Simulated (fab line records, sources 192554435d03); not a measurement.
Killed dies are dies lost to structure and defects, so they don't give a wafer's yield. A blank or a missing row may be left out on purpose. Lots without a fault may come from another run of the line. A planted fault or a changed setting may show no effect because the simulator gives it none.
Chamber matching | flow n5_finfet | N5_FIN_SAQP_MANDREL_ETCH_22 on rie_si-04: 4 sister chambers
The step etches a-Si in HBr/Cl2, stops on SiNx, target depth 60 nm, bt time 10 s, time 30 s. 4 wafers are shown with their chamber, then 12 later ones without.

WAFERS WITH THEIR CHAMBER
wafer  | chamber | drypump_motor_current_A (A)
L084.5 | 3       | 5.5
L086.5 | 2       | 6.6
L092.5 | 1       | 4.8
L092.6 | 0       | 6.0

WAFERS WITHOUT THEIR CHAMBER
wafer  | drypump_motor_current_A (A)
L094.1 | 5.5
L094.4 | 6.6
L094.6 | 6.5
L095.1 | 5.5
L095.3 | 6.0
L095.4 | 6.6
L096.2 | 4.9
L096.4 | 6.0
L096.6 | 5.5
L097.1 | 6.0
L097.5 | 4.8
L097.6 | 6.5

WHICH CHAMBER EACH WENT THROUGH
wafer  | from the rows above | in truth
L094.1 | 3                   | 3
L094.4 | 2                   | 2
L094.6 | 2                   | 2
L095.1 | 3                   | 3
L095.3 | 0                   | 0
L095.4 | 2                   | 2
L096.2 | 1                   | 1
L096.4 | 0                   | 0
L096.6 | 3                   | 3
L097.1 | 0                   | 0
L097.5 | 1                   | 1
L097.6 | 2                   | 2
Placed correctly: 12 of 12. Can't be placed from these rows: 0. Placed wrongly: 0.
How it was worked out, from the rows above alone: a wafer's distance from a chamber is the root of the sum, over the readings, of the square of ((its reading less the chamber's mean) divided by the reading's scatter). The wafer belongs to the nearest chamber; if the next one is less than 2 further off, it can't be placed. A chamber's mean is the mean of its shown wafers. The scatter: with one shown wafer a chamber, the root of the mean of the squares of how far each hidden wafer lies from its nearest shown one.
